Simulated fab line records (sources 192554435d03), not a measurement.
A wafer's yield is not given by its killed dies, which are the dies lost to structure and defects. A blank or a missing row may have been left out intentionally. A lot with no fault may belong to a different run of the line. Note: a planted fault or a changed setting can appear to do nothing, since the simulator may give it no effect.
Which tool is to blame? / flow n5Finfet / Sampling: 15 lots, 45 wafers, 3 of 1938 route steps

WHAT THE GAUGES SHOWED, per wafer
The record holds no reading of a measuring or inspecting step that can be judged against a usual standard deviation.

EACH LOT AND THE TOOL THAT RAN IT (in order: tool; ch and the chambers of the sampled wafers; start)
lot=L311; N5_SD_EPI_P_DESCUM_14=rieDiel-05 ch 0,2, day 3 10:24; N5_SD_EPI_P_PRECLEAN_51=epiRpcvd-02 ch 0, day 3 11:23; N5_SD_ACTIVATION_LSA_01=laserAnneal-02 ch 0, day 3 14:23
lot=L312; N5_SD_EPI_P_DESCUM_14=rieDiel-01 ch 0,1,2, day 3 18:28; N5_SD_EPI_P_PRECLEAN_51=epiRpcvd-02 ch 0, day 3 19:29; N5_SD_ACTIVATION_LSA_01=laserAnneal-01 ch 0, day 3 22:26
lot=L314; N5_SD_EPI_P_DESCUM_14=rieDiel-01 ch 1,3, day 4 10:48; N5_SD_EPI_P_PRECLEAN_51=epiRpcvd-03 ch 0, day 4 11:48; N5_SD_ACTIVATION_LSA_01=laserAnneal-01 ch 0, day 4 14:45
lot=L315; N5_SD_EPI_P_DESCUM_14=rieDiel-05 ch 0,1,3, day 4 13:13; N5_SD_EPI_P_PRECLEAN_51=epiRpcvd-04, day 4 14:13; N5_SD_ACTIVATION_LSA_01=laserAnneal-02 ch 0, day 4 18:01
lot=L316; N5_SD_EPI_P_DESCUM_14=rieDiel-03 ch 1,3, day 4 20:37; N5_SD_EPI_P_PRECLEAN_51=epiRpcvd-03, day 4 21:36; N5_SD_ACTIVATION_LSA_01=laserAnneal-01 ch 0, day 5 00:46
lot=L317; N5_SD_EPI_P_DESCUM_14=rieDiel-01 ch 1,2,3, day 4 23:47; N5_SD_EPI_P_PRECLEAN_51=epiRpcvd-02, day 5 00:52; N5_SD_ACTIVATION_LSA_01=laserAnneal-02 ch 0, day 5 04:04
lot=L318; N5_SD_EPI_P_DESCUM_14=rieDiel-05 ch 1,2, day 5 05:47; N5_SD_EPI_P_PRECLEAN_51=epiRpcvd-02 ch 0, day 5 06:49; N5_SD_ACTIVATION_LSA_01=laserAnneal-01 ch 0, day 5 09:47
lot=L319; N5_SD_EPI_P_DESCUM_14=rieDiel-01 ch 0,2,3, day 5 12:27; N5_SD_EPI_P_PRECLEAN_51=epiRpcvd-02 ch 0, day 5 13:27; N5_SD_ACTIVATION_LSA_01=laserAnneal-01 ch 0, day 5 16:25
lot=L325; N5_SD_EPI_P_DESCUM_14=rieDiel-03 ch 1,2,3, day 7 00:53; N5_SD_EPI_P_PRECLEAN_51=epiRpcvd-03 ch 0, day 7 01:55; N5_SD_ACTIVATION_LSA_01=laserAnneal-01 ch 0, day 7 04:53
lot=L326; N5_SD_EPI_P_DESCUM_14=rieDiel-03 ch 1,2,3, day 7 07:08; N5_SD_EPI_P_PRECLEAN_51=epiRpcvd-03 ch 0, day 7 08:09; N5_SD_ACTIVATION_LSA_01=laserAnneal-02 ch 0, day 7 11:12
lot=L327; N5_SD_EPI_P_DESCUM_14=rieDiel-03 ch 1,2,3, day 7 15:22; N5_SD_EPI_P_PRECLEAN_51=epiRpcvd-02 ch 0, day 7 16:24; N5_SD_ACTIVATION_LSA_01=laserAnneal-01 ch 0, day 7 20:47
lot=L330; N5_SD_EPI_P_DESCUM_14=rieDiel-05 ch 1,2, day 8 11:53; N5_SD_EPI_P_PRECLEAN_51=epiRpcvd-02 ch 0, day 8 12:53; N5_SD_ACTIVATION_LSA_01=laserAnneal-02 ch 0, day 8 15:50
lot=L331; N5_SD_EPI_P_DESCUM_14=rieDiel-01 ch 0,1,2, day 8 16:19; N5_SD_EPI_P_PRECLEAN_51=epiRpcvd-03 ch 0, day 8 17:19; N5_SD_ACTIVATION_LSA_01=laserAnneal-01 ch 0, day 8 21:08
lot=L332; N5_SD_EPI_P_DESCUM_14=rieDiel-05 ch 0,1,2, day 8 21:07; N5_SD_EPI_P_PRECLEAN_51=epiRpcvd-03 ch 0, day 8 22:08; N5_SD_ACTIVATION_LSA_01=laserAnneal-02 ch 0, day 9 01:56
lot=L333; N5_SD_EPI_P_DESCUM_14=rieDiel-03 ch 0,1, day 8 23:33; N5_SD_EPI_P_PRECLEAN_51=epiRpcvd-03 ch 0, day 9 01:28; N5_SD_ACTIVATION_LSA_01=laserAnneal-01 ch 0, day 9 05:28
- N5_SD_EPI_P_DESCUM_14: chemistry O2, time 7.9 s.
- N5_SD_EPI_P_PRECLEAN_51: cleans in NF3:NH3, afs cycles 1, time 20 s, sublimation time 60 s.
- N5_SD_ACTIVATION_LSA_01: time 0.0008 s.

WHAT THE TOOLS THEMSELVES READ (means of the sampled wafers that have a number; where no wafer has one, the mark that the record gives instead)
N5_SD_EPI_P_DESCUM_14. Usual: drypumpMotorCurrentA 5.7 A, standard deviation 0.39; oesProductAu 0.81 a.u., standard deviation 0.075; rfVppV 243.3 V, standard deviation 1.1; showerheadPlenumPTorr 2.11 Torr, standard deviation 0.045; throttleValvePct 20.40 %, standard deviation 0.29.
lot=L311; tool=rieDiel-05; drypumpMotorCurrentA (A)=5.5; oesProductAu (a.u.)=0.81; rfVppV (V)=244.0; showerheadPlenumPTorr (Torr)=2.11; throttleValvePct (%)=20.46; flag=
lot=L312; tool=rieDiel-01; drypumpMotorCurrentA (A)=5.7; oesProductAu (a.u.)=0.86; rfVppV (V)=243.6; showerheadPlenumPTorr (Torr)=2.10; throttleValvePct (%)=20.27; flag=
lot=L314; tool=rieDiel-01; drypumpMotorCurrentA (A)=5.5; oesProductAu (a.u.)=0.84; rfVppV (V)=243.2; showerheadPlenumPTorr (Torr)=2.14; throttleValvePct (%)=20.39; flag=
lot=L315; tool=rieDiel-05; drypumpMotorCurrentA (A)=5.8; oesProductAu (a.u.)=0.78; rfVppV (V)=243.7; showerheadPlenumPTorr (Torr)=2.10; throttleValvePct (%)=20.79; flag=
lot=L316; tool=rieDiel-03; drypumpMotorCurrentA (A)=6.2; oesProductAu (a.u.)=0.89; rfVppV (V)=243.1; showerheadPlenumPTorr (Torr)=2.17; throttleValvePct (%)=20.29; flag=
lot=L317; tool=rieDiel-01; drypumpMotorCurrentA (A)=5.5; oesProductAu (a.u.)=0.82; rfVppV (V)=243.1; showerheadPlenumPTorr (Torr)=2.11; throttleValvePct (%)=20.29; flag=
lot=L318; tool=rieDiel-05; drypumpMotorCurrentA (A)=5.4; oesProductAu (a.u.)=0.90; rfVppV (V)=243.6; showerheadPlenumPTorr (Torr)=2.14; throttleValvePct (%)=20.12; flag=
lot=L319; tool=rieDiel-01; drypumpMotorCurrentA (A)=5.5; oesProductAu (a.u.)=0.80; rfVppV (V)=243.3; showerheadPlenumPTorr (Torr)=2.10; throttleValvePct (%)=20.30; flag=
lot=L325; tool=rieDiel-03; drypumpMotorCurrentA (A)=6.0; oesProductAu (a.u.)=0.80; rfVppV (V)=243.2; showerheadPlenumPTorr (Torr)=2.14; throttleValvePct (%)=20.33; flag=
lot=L326; tool=rieDiel-03; drypumpMotorCurrentA (A)=5.9; oesProductAu (a.u.)=0.81; rfVppV (V)=245.0; showerheadPlenumPTorr (Torr)=2.14; throttleValvePct (%)=20.33; flag=
lot=L327; tool=rieDiel-03; drypumpMotorCurrentA (A)=5.9; oesProductAu (a.u.)=0.80; rfVppV (V)=244.6; showerheadPlenumPTorr (Torr)=2.14; throttleValvePct (%)=20.34; flag=
lot=L330; tool=rieDiel-05; drypumpMotorCurrentA (A)=5.4; oesProductAu (a.u.)=0.87; rfVppV (V)=243.5; showerheadPlenumPTorr (Torr)=2.13; throttleValvePct (%)=20.16; flag=
lot=L331; tool=rieDiel-01; drypumpMotorCurrentA (A)=5.7; oesProductAu (a.u.)=0.82; rfVppV (V)=243.1; showerheadPlenumPTorr (Torr)=2.09; throttleValvePct (%)=20.32; flag=
lot=L332; tool=rieDiel-05; drypumpMotorCurrentA (A)=5.6; oesProductAu (a.u.)=0.79; rfVppV (V)=243.1; showerheadPlenumPTorr (Torr)=2.11; throttleValvePct (%)=20.48; flag=
lot=L333; tool=rieDiel-03; drypumpMotorCurrentA (A)=6.2; oesProductAu (a.u.)=0.77; rfVppV (V)=243.2; showerheadPlenumPTorr (Torr)=2.07; throttleValvePct (%)=20.22; flag=

N5_SD_EPI_P_PRECLEAN_51. Usual: chamberPressureTorr 2.999 Torr, standard deviation 0.0063.
lot=L311; tool=epiRpcvd-02; chamberPressureTorr (Torr)=3.010; flag=
lot=L312; tool=epiRpcvd-02; chamberPressureTorr (Torr)=2.997; flag=
lot=L314; tool=epiRpcvd-03; chamberPressureTorr (Torr)=2.998; flag=
lot=L315; tool=epiRpcvd-04; chamberPressureTorr (Torr)=-; flag=OFF
lot=L316; tool=epiRpcvd-03; chamberPressureTorr (Torr)=-; flag=OFF
lot=L317; tool=epiRpcvd-02; chamberPressureTorr (Torr)=-; flag=OFF
lot=L318; tool=epiRpcvd-02; chamberPressureTorr (Torr)=3.007; flag=
lot=L319; tool=epiRpcvd-02; chamberPressureTorr (Torr)=3.009; flag=
lot=L325; tool=epiRpcvd-03; chamberPressureTorr (Torr)=3.000; flag=
lot=L326; tool=epiRpcvd-03; chamberPressureTorr (Torr)=3.001; flag=
lot=L327; tool=epiRpcvd-02; chamberPressureTorr (Torr)=2.999; flag=
lot=L330; tool=epiRpcvd-02; chamberPressureTorr (Torr)=2.993; flag=
lot=L331; tool=epiRpcvd-03; chamberPressureTorr (Torr)=3.005; flag=
lot=L332; tool=epiRpcvd-03; chamberPressureTorr (Torr)=3.000; flag=
lot=L333; tool=epiRpcvd-03; chamberPressureTorr (Torr)=3.000; flag=

N5_SD_ACTIVATION_LSA_01. Usual: wafer_temp_C_max 1084.4, standard deviation 1.
lot=L311 tool=laserAnneal-02 wafer_temp_C_max=1084.1 flag=
lot=L312 tool=laserAnneal-01 wafer_temp_C_max=1084.3 flag=
lot=L314 tool=laserAnneal-01 wafer_temp_C_max=1084.1 flag=
lot=L315 tool=laserAnneal-02 wafer_temp_C_max=1084.1 flag=
lot=L316 tool=laserAnneal-01 wafer_temp_C_max=1083.9 flag=
lot=L317 tool=laserAnneal-02 wafer_temp_C_max=1084.9 flag=
lot=L318 tool=laserAnneal-01 wafer_temp_C_max=1085.1 flag=
lot=L319 tool=laserAnneal-01 wafer_temp_C_max=1084.8 flag=
lot=L325 tool=laserAnneal-01 wafer_temp_C_max=1084.9 flag=
lot=L326 tool=laserAnneal-02 wafer_temp_C_max=1084.8 flag=
lot=L327 tool=laserAnneal-01 wafer_temp_C_max=1084.2 flag=
lot=L330 tool=laserAnneal-02 wafer_temp_C_max=1084.3 flag=
lot=L331 tool=laserAnneal-01 wafer_temp_C_max=1085.1 flag=
lot=L332 tool=laserAnneal-02 wafer_temp_C_max=1083.8 flag=
lot=L333 tool=laserAnneal-01 wafer_temp_C_max=1084.3 flag=

THE ANSWER, worked out from the rows above alone
Rule: a lot counts as off when the mean over its wafers that have a number is more than 3 standard deviations away from the usual mean. A lot without any number at a reading at which 4 lots or more have one is off too. All remaining lots with rows at the step are treated as sound. The gauges are gone through in route order, then the tools' own readings, and for those a lot's mean is taken as printed above. At the first step where some lot is off, the reading lying furthest off is the one used; lots without a number count as furthest.
Off: L315, L316, L317, at N5_SD_EPI_P_PRECLEAN_51 (chamberPressureTorr). Without a number there: L315, L316, L317.
If a tool, at that step or one of the process steps before it, ran each lot that is off and ran no sound lot following the first of them, it fits. Not one of the candidates tried fits.

WHAT THE SIMULATOR HAD PUT IN
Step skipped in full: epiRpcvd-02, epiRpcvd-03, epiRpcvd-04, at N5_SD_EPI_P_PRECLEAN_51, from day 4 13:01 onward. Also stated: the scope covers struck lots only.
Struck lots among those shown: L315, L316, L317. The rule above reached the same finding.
